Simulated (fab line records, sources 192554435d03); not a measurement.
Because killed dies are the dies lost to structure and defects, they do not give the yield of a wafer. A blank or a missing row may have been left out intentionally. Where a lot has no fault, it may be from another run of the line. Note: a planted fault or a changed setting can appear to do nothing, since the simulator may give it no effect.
Matching of chambers / flow n5_finfet / N5_BEOL_M6_CMP_52 on cmp-02 has 4 sister chambers
The step polishes, stops on SiCOH lowk, t overpolish 6.9 s, target thk 80 nm. 8 wafers are shown with their chamber, then 8 later ones without.

## WAFERS WITH THEIR CHAMBER
wafer=L080.6; chamber=3; motor_current_A (A)=7.1; time_to_endpoint_s (s)=63
wafer=L081.1; chamber=2; motor_current_A (A)=6.7; time_to_endpoint_s (s)=62
wafer=L081.3; chamber=3; motor_current_A (A)=7.0; time_to_endpoint_s (s)=61
wafer=L084.1; chamber=1; motor_current_A (A)=6.6; time_to_endpoint_s (s)=60
wafer=L085.2; chamber=0; motor_current_A (A)=5.7; time_to_endpoint_s (s)=64
wafer=L085.3; chamber=2; motor_current_A (A)=7.0; time_to_endpoint_s (s)=69
wafer=L085.4; chamber=1; motor_current_A (A)=6.7; time_to_endpoint_s (s)=60
wafer=L086.1; chamber=0; motor_current_A (A)=6.0; time_to_endpoint_s (s)=64

## WAFERS WITHOUT THEIR CHAMBER
wafer=L086.5; motor_current_A (A)=6.4; time_to_endpoint_s (s)=64
wafer=L086.6; motor_current_A (A)=6.4; time_to_endpoint_s (s)=65
wafer=L088.1; motor_current_A (A)=6.7; time_to_endpoint_s (s)=59
wafer=L088.3; motor_current_A (A)=7.1; time_to_endpoint_s (s)=61
wafer=L088.6; motor_current_A (A)=6.6; time_to_endpoint_s (s)=61
wafer=L097.2; motor_current_A (A)=5.8; time_to_endpoint_s (s)=59
wafer=L097.3; motor_current_A (A)=6.4; time_to_endpoint_s (s)=58
wafer=L097.6; motor_current_A (A)=6.5; time_to_endpoint_s (s)=56

## THE CHAMBER EACH PASSED THROUGH
wafer=L086.5; from the rows above=can't be placed: 1 or 2 or 0 or 3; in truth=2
wafer=L086.6; from the rows above=can't be placed: 1 or 2 or 0 or 3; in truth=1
wafer=L088.1; from the rows above=1; in truth=1
wafer=L088.3; from the rows above=can't be placed: 3 or 2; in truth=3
wafer=L088.6; from the rows above=can't be placed: 1 or 2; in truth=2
wafer=L097.2; from the rows above=0; in truth=0
wafer=L097.3; from the rows above=1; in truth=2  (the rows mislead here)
wafer=L097.6; from the rows above=1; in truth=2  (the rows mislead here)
Correctly placed: 2 of 8. From these rows, 4 cannot be placed; in 4 the true chamber is one of the candidates. Wrongly placed: 2.
How it was worked out, from the rows above alone: a wafer's distance from a chamber is the root of the sum, over the readings, of the square of ((its reading less the chamber's mean) divided by the reading's scatter). The wafer belongs to the nearest chamber; if the next one is less than 2 further off, it can't be placed. A chamber's mean is the mean of its shown wafers. The scatter: the root of (the sum of the squares of (reading less its chamber's mean) over the shown wafers, divided by (wafers less chambers)).
